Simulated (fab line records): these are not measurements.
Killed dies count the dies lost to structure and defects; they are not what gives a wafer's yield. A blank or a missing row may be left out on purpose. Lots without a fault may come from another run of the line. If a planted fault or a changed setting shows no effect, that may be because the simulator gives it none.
Chamber matching :: flow nand-harc :: NHARC_P_M0_ETCH_34 on rie-diel-05 has 4 sister chambers
The step etches the open film in N2/H2, target depth 40 nm, overetch 12 nm, time 43.94 s. 18 wafers are shown with their chamber, then 9 later ones without.

== EACH WAFER AND ITS CHAMBER ==
wafer: L074.1
chamber: 2
showerhead-plenum-p-Torr (Torr): 2.05
drypump-motor-current-A (A): 6.1
rf-vpp-V (V): 431.0

wafer: L074.4
chamber: 0
showerhead-plenum-p-Torr (Torr): 1.97
drypump-motor-current-A (A): 5.8
rf-vpp-V (V): 428.4

wafer: L074.5
chamber: 1
showerhead-plenum-p-Torr (Torr): 1.92
drypump-motor-current-A (A): 5.1
rf-vpp-V (V): 427.5

wafer: L082.2
chamber: 0
showerhead-plenum-p-Torr (Torr): 1.97
drypump-motor-current-A (A): 5.8
rf-vpp-V (V): 427.4

wafer: L082.3
chamber: 3
showerhead-plenum-p-Torr (Torr): 2.20
drypump-motor-current-A (A): 5.6
rf-vpp-V (V): 434.3

wafer: L082.6
chamber: 2
showerhead-plenum-p-Torr (Torr): 2.05
drypump-motor-current-A (A): 6.0
rf-vpp-V (V): 429.9

wafer: L086.1
chamber: 0
showerhead-plenum-p-Torr (Torr): 1.97
drypump-motor-current-A (A): 5.8
rf-vpp-V (V): 428.6

wafer: L086.2
chamber: 2
showerhead-plenum-p-Torr (Torr): 2.05
drypump-motor-current-A (A): 6.1
rf-vpp-V (V): 431.2

wafer: L086.4
chamber: 3
showerhead-plenum-p-Torr (Torr): 2.20
drypump-motor-current-A (A): 5.6
rf-vpp-V (V): 435.5

wafer: L087.1
chamber: 0
showerhead-plenum-p-Torr (Torr): 1.97
drypump-motor-current-A (A): 5.8
rf-vpp-V (V): 428.0

wafer: L087.4
chamber: 3
showerhead-plenum-p-Torr (Torr): 2.20
drypump-motor-current-A (A): 5.7
rf-vpp-V (V): 434.6

wafer: L087.5
chamber: 0
showerhead-plenum-p-Torr (Torr): 1.97
drypump-motor-current-A (A): 5.8
rf-vpp-V (V): 428.9

wafer: L085.1
chamber: 2
showerhead-plenum-p-Torr (Torr): 2.05
drypump-motor-current-A (A): 6.1
rf-vpp-V (V): 431.5

wafer: L085.3
chamber: 3
showerhead-plenum-p-Torr (Torr): 2.20
drypump-motor-current-A (A): 5.7
rf-vpp-V (V): 436.1

wafer: L085.6
chamber: 2
showerhead-plenum-p-Torr (Torr): 2.05
drypump-motor-current-A (A): 6.0
rf-vpp-V (V): 430.2

wafer: L089.1
chamber: 3
showerhead-plenum-p-Torr (Torr): 2.20
drypump-motor-current-A (A): 5.7
rf-vpp-V (V): 433.4

wafer: L089.4
chamber: 1
showerhead-plenum-p-Torr (Torr): 1.91
drypump-motor-current-A (A): 5.1
rf-vpp-V (V): 427.6

wafer: L089.5
chamber: 1
showerhead-plenum-p-Torr (Torr): 1.91
drypump-motor-current-A (A): 5.1
rf-vpp-V (V): 425.8

SIGNATURES (averages over the wafers above)
reading: showerhead-plenum-p-Torr
chamber 0: 1.9700
chamber 1: 1.9133
chamber 2: 2.0500
chamber 3: 2.2000
scatter within a chamber: 0.00218

reading: drypump-motor-current-A
chamber 0: 5.800
chamber 1: 5.100
chamber 2: 6.060
chamber 3: 5.660
scatter within a chamber: 0.0414

reading: rf-vpp-V
chamber 0: 428.260
chamber 1: 426.967
chamber 2: 430.760
chamber 3: 434.780
scatter within a chamber: 0.831
Rule: a wafer lies at a distance from a chamber equal to the root of the sum of squares, over the readings, of (its reading less the chamber's mean, divided by the reading's scatter). The wafer belongs to the nearest chamber; if the next one is less than 2 further off, it can't be placed. The scatter: take each reading less its chamber's mean, square it, sum over the shown wafers, divide by the number of wafers less the number of chambers, and take the root.

== WAFERS MISSING THEIR CHAMBER ==
wafer: L088.3
showerhead-plenum-p-Torr (Torr): 1.97
drypump-motor-current-A (A): 5.8
rf-vpp-V (V): 429.7

wafer: L088.4
showerhead-plenum-p-Torr (Torr): 1.91
drypump-motor-current-A (A): 5.1
rf-vpp-V (V): 425.3

wafer: L088.5
showerhead-plenum-p-Torr (Torr): 1.97
drypump-motor-current-A (A): 5.8
rf-vpp-V (V): 428.5

wafer: L090.1
showerhead-plenum-p-Torr (Torr): 2.05
drypump-motor-current-A (A): 6.0
rf-vpp-V (V): 429.9

wafer: L090.3
showerhead-plenum-p-Torr (Torr): 1.91
drypump-motor-current-A (A): 5.1
rf-vpp-V (V): 427.9

wafer: L090.6
showerhead-plenum-p-Torr (Torr): 1.91
drypump-motor-current-A (A): 5.1
rf-vpp-V (V): 425.5

wafer: L097.3
showerhead-plenum-p-Torr (Torr): 2.20
drypump-motor-current-A (A): 5.6
rf-vpp-V (V): 436.3

wafer: L097.4
showerhead-plenum-p-Torr (Torr): 1.91
drypump-motor-current-A (A): 5.1
rf-vpp-V (V): 428.8

wafer: L097.6
showerhead-plenum-p-Torr (Torr): 1.91
drypump-motor-current-A (A): 5.1
rf-vpp-V (V): 426.1

== EACH ONE'S CHAMBER ==
wafer: L088.3
from the rows above: 0
in truth: 0

wafer: L088.4
from the rows above: 1
in truth: 1

wafer: L088.5
from the rows above: 0
in truth: 0

wafer: L090.1
from the rows above: 2
in truth: 2

wafer: L090.3
from the rows above: 1
in truth: 1

wafer: L090.6
from the rows above: 1
in truth: 1

wafer: L097.3
from the rows above: 3
in truth: 3

wafer: L097.4
from the rows above: 1
in truth: 1

wafer: L097.6
from the rows above: 1
in truth: 1
Placed correctly: 9 of 9. Not placeable from these rows: 0. Wrongly placed: 0.
